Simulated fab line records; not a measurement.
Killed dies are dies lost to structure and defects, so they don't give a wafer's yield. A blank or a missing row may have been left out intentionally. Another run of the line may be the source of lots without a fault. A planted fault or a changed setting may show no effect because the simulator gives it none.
Matching of chambers    flow n5 finfet    N5_ILD0_CMP_03 on cmp-02 has 4 sister chambers
The step polishes, stops on SiNx, t overpolish 1.9 s, target thk 197.38 nm. 4 wafers are shown with their chamber, then 10 later ones without.

WAFERS PAIRED WITH THEIR CHAMBERS
wafer   chamber  motor current A (A)
L087.5  1        10.8
L087.6  0        11.8
L091.3  2        13.5
L091.4  3        11.8

WAFERS WHOSE CHAMBER IS MISSING
wafer   motor current A (A)
L091.5  12.4
L092.1  12.8
L092.3  11.7
L092.5  11.1
L094.1  11.7
L094.2  11.9
L094.4  13.5
L096.1  12.6
L096.2  12.0
L096.3  12.6

CHAMBER TAKEN BY EACH
wafer   from the rows above           in truth
L091.5  can't be placed: 0 or 3 or 2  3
L092.1  can't be placed: 2 or 0 or 3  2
L092.3  can't be placed: 0 or 3 or 1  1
L092.5  can't be placed: 1 or 0 or 3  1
L094.1  can't be placed: 0 or 3 or 1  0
L094.2  can't be placed: 0 or 3       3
L094.4  2                             2
L096.1  can't be placed: 0 or 3 or 2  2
L096.2  can't be placed: 0 or 3       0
L096.3  can't be placed: 0 or 3 or 2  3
Correct placement for 1 of the 10. From these rows, 9 cannot be placed; in 9 the true chamber is one of the candidates. Wrongly placed: 0.
How it was worked out, from the rows above alone: a wafer's distance from a chamber is the root of the sum, over the readings, of the square of ((its reading less the chamber's mean) divided by the reading's scatter). If the next closest chamber is less than 2 further off than the closest, the wafer can't be placed; otherwise it belongs to the closest. The mean given for a chamber averages the wafers shown for that chamber. The scatter: with one shown wafer a chamber, the root of the mean of the squares of how far each hidden wafer lies from its nearest shown one.
